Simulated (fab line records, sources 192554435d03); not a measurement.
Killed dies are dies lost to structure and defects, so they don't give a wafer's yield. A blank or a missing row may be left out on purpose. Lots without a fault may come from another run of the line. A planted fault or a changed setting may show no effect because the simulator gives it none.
Split-lot experiment | flow n5_finfet | 7 lots, 39 wafers read, on a route of 1938 steps

THE SPLIT
At N5_BEOL_M9_VIA_ETCH_34 (etches SiCOH lowk in C4F6/O2, target depth 182.4 nm, time 68.4 s), the setting target_depth_a was moved away from the recipe's 1824 angstrom on 15 of the 39 wafers read, by -59.6% to +52.1%. The other wafers ran this setting at the recipe's value.

The reading is taken at the split's own step.

THE READING
SOC_of_BEOL_M9_COAT_63.thk_nm (the simulator's own value, which no gauge read), in nm, at N5_BEOL_M9_VIA_ETCH_34 (etches SiCOH lowk in C4F6/O2, target depth 182.4 nm, time 68.4 s). The file gives no usual value for it. The 24 wafers here that ran the recipe average 51.0 nm, standard deviation 0.18 nm.

wafer  | tool, chamber at the split | target_depth_a as run, angstrom | against the recipe | SOC_of_BEOL_M9_COAT_63.thk_nm, nm | against lot-mates on the recipe
L074.1 | rie_diel-06, 0             | 1824                            | recipe             | 50.8                              | -
L074.2 | rie_diel-06, 3             | 2368                            | +29.8%             | 48.8                              | -2.3
L074.3 | rie_diel-06, 2             | 2368                            | +29.8%             | 48.2                              | -2.9
L074.4 | rie_diel-06, 1             | 1824                            | recipe             | 51.4                              | -
L074.5 | rie_diel-06, 3             | 1824                            | recipe             | 51.2                              | -
L074.6 | rie_diel-06, 0             | 2368                            | +29.8%             | 48                                | -3.1
L075.1 | rie_diel-04, 0             | 832.1                           | -54.4%             | 55.8                              | +4.9
L075.2 | rie_diel-04, 3             | 1824                            | recipe             | 51                                | -
L075.3 | rie_diel-04, 2             | 832.1                           | -54.4%             | 55.8                              | +4.9
L075.4 | rie_diel-04, 1             | 1824                            | recipe             | 50.8                              | -
L075.5 | rie_diel-04, 0             | 832.1                           | -54.4%             | 56                                | +5.1
L075.6 | rie_diel-04, 3             | 1824                            | recipe             | 51                                | -
L078.2 | rie_diel-06, 0             | 1824                            | recipe             | 50.8                              | -
L078.4 | rie_diel-06, 1             | 1824                            | recipe             | 51.4                              | -
L078.6 | rie_diel-06, 3             | 1824                            | recipe             | 51.2                              | -
L085.1 | rie_diel-01, 0             | 737.6                           | -59.6%             | 56.4                              | +5.5
L085.2 | rie_diel-01, 3             | 737.6                           | -59.6%             | 56.2                              | +5.3
L085.3 | rie_diel-01, 2             | 1824                            | recipe             | 51                                | -
L085.6 | rie_diel-01, 2             | 1824                            | recipe             | 51                                | -
L085.4 | rie_diel-01, 1             | 737.6                           | -59.6%             | 56.4                              | +5.5
L085.5 | rie_diel-01, 3             | 1824                            | recipe             | 50.8                              | -
L088.1 | rie_diel-01, 0             | 760.4                           | -58.3%             | 56                                | +5.0
L088.2 | rie_diel-01, 2             | 1824                            | recipe             | 51                                | -
L088.3 | rie_diel-01, 1             | 760.4                           | -58.3%             | 56.2                              | +5.2
L088.4 | rie_diel-01, 3             | 760.4                           | -58.3%             | 56.2                              | +5.2
L088.5 | rie_diel-01, 1             | 1824                            | recipe             | 50.8                              | -
L088.6 | rie_diel-01, 0             | 1824                            | recipe             | 51.2                              | -
L092.1 | rie_diel-06, 1             | 1824                            | recipe             | 51                                | -
L092.2 | rie_diel-06, 0             | 1824                            | recipe             | 51                                | -
L092.3 | rie_diel-06, 2             | 2775                            | +52.1%             | 46.2                              | -4.9
L092.4 | rie_diel-06, 0             | 2775                            | +52.1%             | 46.2                              | -4.9
L092.5 | rie_diel-06, 2             | 2775                            | +52.1%             | 46.2                              | -4.9
L092.6 | rie_diel-06, 1             | 1824                            | recipe             | 51.2                              | -
L097.1 | rie_diel-04, 0             | 1824                            | recipe             | 51                                | -
L097.2 | rie_diel-04, 1             | 1824                            | recipe             | 50.8                              | -
L097.3 | rie_diel-04, 2             | 1824                            | recipe             | 51                                | -
L097.4 | rie_diel-04, 3             | 1824                            | recipe             | 51.2                              | -
L097.5 | rie_diel-04, 3             | 1824                            | recipe             | 51                                | -
L097.6 | rie_diel-04, 0             | 1824                            | recipe             | 51.2                              | -

THE FIT
A straight line over all 39 wafers: SOC_of_BEOL_M9_COAT_63.thk_nm changes by -0.0896 nm for each +1% of target_depth_a; r = -1.00; the points scatter about the line by 0.19 nm.
The same after taking each lot's own level away (the mean of its wafers on the recipe; 39 wafers): -0.091 nm for each +1%; r = -1.00; scatter 0.18 nm.
On that fit, the largest move of target_depth_a shifts the reading by 5.4 nm.
The lots' own levels span 50.93 to 51.13 nm, that is 1.1 times the standard deviation above.
So the lot-to-lot level changes the slope little: the two slopes agree.
Check: with one of the wafers moved furthest among these (-59.6%) left out of the fit, the line predicts +5.38 nm for it against its lot-mates. It came out at +5.47 nm against them.

OTHER SPLITS ON THESE WAFERS
These wafers also went through other splits before the reading. Each is held against what the fit with the lots' levels taken away leaves over:
other split on the same wafers | wafers away from the commonest value | r with SOC_of_BEOL_M9_COAT_63.thk_nm (lot level and that fit taken away)
N5_BEOL_M5_ILD_DEP_00 time_s   | 9                                    | -0.12
N5_BEOL_M5_DEP_56 target_thk_a | 9                                    | +0.17

THE WHOLE CHAIN: every reading that the file lists as answering this split, in the file's order
step                   | what it does                                                     | reading                                                                        | change (the file's fit)                | r (the file's)
N5_BEOL_M9_VIA_ETCH_34 | etches SiCOH lowk in C4F6/O2, target depth 182.4 nm, time 68.4 s | etch.depth_nm (the simulator's own value, which no gauge read)                 | +1.86 nm for each +1% of the setting   | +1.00
N5_BEOL_M9_VIA_ETCH_34 | etches SiCOH lowk in C4F6/O2, target depth 182.4 nm, time 68.4 s | SOC_of_BEOL_M9_COAT_63.thk_nm (the simulator's own value, which no gauge read) | -0.0908 nm for each +1% of the setting | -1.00

THE FILE'S OWN FIT
SOC_of_BEOL_M9_COAT_63.thk_nm changes by -0.0908 nm for each +1% of target_depth_a, r = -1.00.
